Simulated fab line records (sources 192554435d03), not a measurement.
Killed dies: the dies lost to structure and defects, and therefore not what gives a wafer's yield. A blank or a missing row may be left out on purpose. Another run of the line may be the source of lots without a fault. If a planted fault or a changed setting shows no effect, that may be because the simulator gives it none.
The tool behind it: which one?	flow n5Finfet	27 wafers from 9 lots sampled at 7 of the route's 1938 steps

WHAT EACH GAUGE READ, for each wafer
N5_MOL_CONTACT_COAG_CD_MEAS_84: target cd 25.1 nm.
lot	measured	on	cdNm (nm)
L328	day 5 08:50	cdSem-02	25.04 25.12 24.74
L329	day 5 16:02	cdSem-02	24.92 25.18 25.30
L331	day 6 04:17	cdSem-02	25.08 25.06 24.93
L332	day 6 07:52	cdSem-03	25.40 25.49 25.71
L339	day 8 01:23	cdSem-02	25.16 24.96 25.26
L338	day 8 04:56	cdSem-03	25.15 9.64 25.10
L342	day 8 21:37	cdSem-01	25.45 25.62 25.80
L343	day 9 02:35	cdSem-01	25.45 25.29 25.25
L347	day 10 01:30	cdSem-02	25.30 25.11 25.28

N5_MOL_CONTACT_COAG_OVL_MEAS_85.
lot	measured	on	VG_OVL (nm)
L328	day 5 08:53	overlay-01	0.1 0.2 -0.3
L329	day 5 16:04	overlay-02	0.5 -0.5 0.1
L331	day 6 04:19	overlay-01	-0.3 0.0 -1.0
L332	day 6 07:55	overlay-01	-0.5 -0.6 -0.7
L339	day 8 01:25	overlay-01	-0.3 0.0 -0.4
L338	day 8 04:59	overlay-02	-0.3 -0.5 -0.2
L342	day 8 21:39	overlay-02	0.2 0.2 0.0
L343	day 9 02:37	overlay-01	-1.2 -0.5 -1.0
L347	day 10 01:32	overlay-02	-0.2 0.4 0.0

N5_MOL_CONTACT_COAG_CD_MEAS_137: target cd 16 nm.
lot	measured	on	cdNm (nm)
L328	day 5 10:11	cdSem-02	15.96 15.92 16.14
L329	day 5 17:16	cdSem-01	15.82 16.29 15.70
L331	day 6 05:37	cdSem-02	16.01 15.46 15.35
L332	day 6 08:49	cdSem-03	15.61 15.91 16.00
L339	day 8 02:38	cdSem-02	15.92 15.48 16.13
L338	day 8 05:58	cdSem-02	15.77 0.57 15.64
L342	day 8 23:46	cdSem-02	16.29 15.92 15.96
L343	day 9 03:33	cdSem-02	16.22 16.24 16.04
L347	day 10 02:29	cdSem-02	15.90 16.22 16.01

N5_BEOL_M4_RC_MEAS_101.
lot	measured	on	DIBL_N (mV/V)	DIBL_P (mV/V)	IOFF_N (nA/um)	IOFF_P (nA/um)	ION_N (uA/um)	ION_P (uA/um)	SS_N (mV/dec)	SS_P (mV/dec)	VT_N (mV)	VT_P (mV)
L328	day 8 02:04	prober-02	34.0 33.7 33.8	33.8 33.7 33.5	0.133 0.128 0.129	0.171 0.170 0.167	662 672 662	449 464 456	71.7 71.9 71.2	72.9 73.1 72.6	250.9 254.0 252.7	-255.2 -254.0 -255.0
L329	day 8 02:34	prober-01	36.8 36.0 37.6	37.7 36.4 38.3	0.168 0.146 0.165	0.185 0.172 0.184	678 662 676	452 452 448	72.2 71.3 72.1	73.7 73.7 73.5	250.7 251.7 250.3	-254.7 -253.2 -254.9
L331	day 8 19:33	prober-01	36.1 35.2 34.5	37.1 35.6 35.4	0.179 0.158 0.144	0.224 0.199 0.200	685 682 669	463 461 465	71.1 71.2 71.1	73.4 73.2 73.5	247.2 248.8 252.7	-246.5 -250.6 -250.5
L332	day 9 01:45	prober-01	35.5 35.4 35.1	35.7 34.5 34.4	0.139 0.133 0.133	0.213 0.200 0.200	673 656 663	460 459 461	72.1 71.7 71.3	73.3 72.9 72.8	251.8 253.1 249.9	-249.5 -248.3 -248.9
L339	day 11 19:35	prober-01	36.0 37.1 36.7	34.7 35.7 35.4	0.144 0.161 0.161	0.203 0.215 0.209	673 672 679	466 463 466	70.5 71.2 71.0	72.4 73.2 73.3	249.2 249.9 249.1	-247.3 -250.3 -251.8
L338	day 11 19:52	prober-02	36.7 35.8	37.2 36.8	0.167 0.159	0.223 0.221	682 686	467 473	71.5 71.5	73.8 73.1	245.8 247.0	-248.0 -249.2
L342	day 12 03:42	prober-02	36.6 36.5 36.6	36.4 36.1 36.7	0.151 0.146 0.154	0.210 0.202 0.210	669 671 680	463 459 464	71.4 71.2 71.6	73.1 73.2 72.8	252.1 249.7 247.6	-252.0 -251.8 -253.2
L343	day 11 22:54	prober-01	36.7 37.5 35.5	38.5 40.4 37.5	0.165 0.185 0.140	0.205 0.235 0.195	672 682 654	457 459 449	72.0 71.9 71.7	73.8 74.1 73.5	250.8 251.0 254.2	-254.0 -249.4 -251.7
L347	day 13 05:14	prober-02	38.8 38.5 36.1	38.7 38.0 35.9	0.206 0.195 0.144	0.234 0.228 0.182	693 696 675	465 471 458	72.0 71.5 71.0	74.5 74.8 73.2	246.4 247.9 250.5	-251.8 -251.2 -255.0

TOOL THAT RAN EACH LOT (tool first, then ch and the chambers of the sampled wafers, then the start)
lot	N5_MOL_CONTACT_COAG_PRE_CLEAN_141	N5_MOL_CONTACT_COAG_PRE_CLEAN_142	N5_MOL_CONTACT_COAG_EXPOSE_81
L328	pvdSputter-03, day 5 01:34	pvdSputter-01, day 5 04:43	euvScanner-02 ch 0, day 5 08:43
L329	pvdSputter-03, day 5 09:06	pvdSputter-02, day 5 12:14	euvScanner-02 ch 0, day 5 15:53
L331	pvdSputter-01, day 5 19:12	pvdSputter-01, day 6 00:26	euvScanner-01 ch 0, day 6 04:08
L332	pvdSputter-01, day 6 01:04	pvdSputter-03, day 6 04:04	euvScanner-01 ch 0, day 6 07:44
L339	pvdSputter-01, day 7 19:02	pvdSputter-03, day 7 21:28	euvScanner-01 ch 0, day 8 01:15
L338	pvdSputter-01, day 7 22:08	pvdSputter-02, day 8 00:42	euvScanner-02 ch 0, day 8 04:49
L342	pvdSputter-01, day 8 12:04	pvdSputter-02, day 8 15:27	euvScanner-01 ch 0, day 8 21:29
L343	pvdSputter-03, day 8 19:54	pvdSputter-02, day 8 22:47	euvScanner-01 ch 0, day 9 02:27
L347	pvdSputter-03, day 9 18:02	pvdSputter-02, day 9 21:32	euvScanner-01 ch 0, day 10 01:22
- N5_MOL_CONTACT_COAG_PRE_CLEAN_141: time 60 s.
- N5_MOL_CONTACT_COAG_PRE_CLEAN_142: time 60 s.
- N5_MOL_CONTACT_COAG_EXPOSE_81: exposes mask VG, defocus 0 nm.

AS READ BY THE TOOLS THEMSELVES (means over the sampled wafers that have a number; for cases with no such wafer, the mark the record gives instead)
N5_MOL_CONTACT_COAG_PRE_CLEAN_141.
lot	tool	heaterPowerW (W)
L328	pvdSputter-03	474
L329	pvdSputter-03	474
L331	pvdSputter-01	422
L332	pvdSputter-01	432
L339	pvdSputter-01	453
L338	pvdSputter-01	480
L342	pvdSputter-01	413
L343	pvdSputter-03	493
L347	pvdSputter-03	472

N5_MOL_CONTACT_COAG_PRE_CLEAN_142.
lot	tool	heaterPowerW (W)
L328	pvdSputter-01	465
L329	pvdSputter-02	476
L331	pvdSputter-01	449
L332	pvdSputter-03	516
L339	pvdSputter-03	443
L338	pvdSputter-02	465
L342	pvdSputter-02	464
L343	pvdSputter-02	463
L347	pvdSputter-02	467

N5_MOL_CONTACT_COAG_EXPOSE_81.
lot	tool	focusOffsetNm (nm)
L328	euvScanner-02	-0.5
L329	euvScanner-02	0.7
L331	euvScanner-01	0.3
L332	euvScanner-01	0.0
L339	euvScanner-01	0.1
L338	euvScanner-02	0.5
L342	euvScanner-01	0.2
L343	euvScanner-01	0.0
L347	euvScanner-01	-0.5

THE ANSWER, worked out from the rows above alone
Rule: the usual values come from the lots themselves. The widest of any qualifying gaps counts: lots, ordered by their means at a reading, are off when they make up no more than a third of the lots, leave a main group of 4 or more, and stand apart from it by 3 or more times the standard deviation of that group's means. If all means in a main group match to the digits the tables above print for the reading, that group is not used. Also off: a lot with no number at a reading for which 4 or more lots have one. Where the step has rows for the other lots, those lots are counted as sound. First the gauges in route order, then the tools' own readings, where a lot's mean is used as printed above. At the first step where some lot is off, the reading lying furthest off is the one used; lots without a number count as furthest.
Off at N5_MOL_CONTACT_COAG_CD_MEAS_84 (cdNm): L338. For the main group the mean is 25.25 nm and the standard deviation 0.22.
A tool fits if, at a process step before that reading, it ran every lot that is off, and no sound lot after the first of them. The gauges at N5_MOL_CONTACT_COAG_CD_MEAS_84 aren't tried: what is off there is off at N5_MOL_CONTACT_COAG_CD_MEAS_137 too, on other tools, and a gauge's error can't cause that. One candidate fits, namely euvScanner-02 at N5_MOL_CONTACT_COAG_EXPOSE_81. A fault onset in the window from L329 (day 5 15:53, its last sound lot) to L338 (day 8 04:49, its first lot off) fits.

WHAT THE SIMULATOR PUT IN
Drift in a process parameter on euvScanner-02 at N5_MOL_CONTACT_COAG_EXPOSE_81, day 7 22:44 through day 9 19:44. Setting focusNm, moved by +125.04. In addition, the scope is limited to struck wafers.
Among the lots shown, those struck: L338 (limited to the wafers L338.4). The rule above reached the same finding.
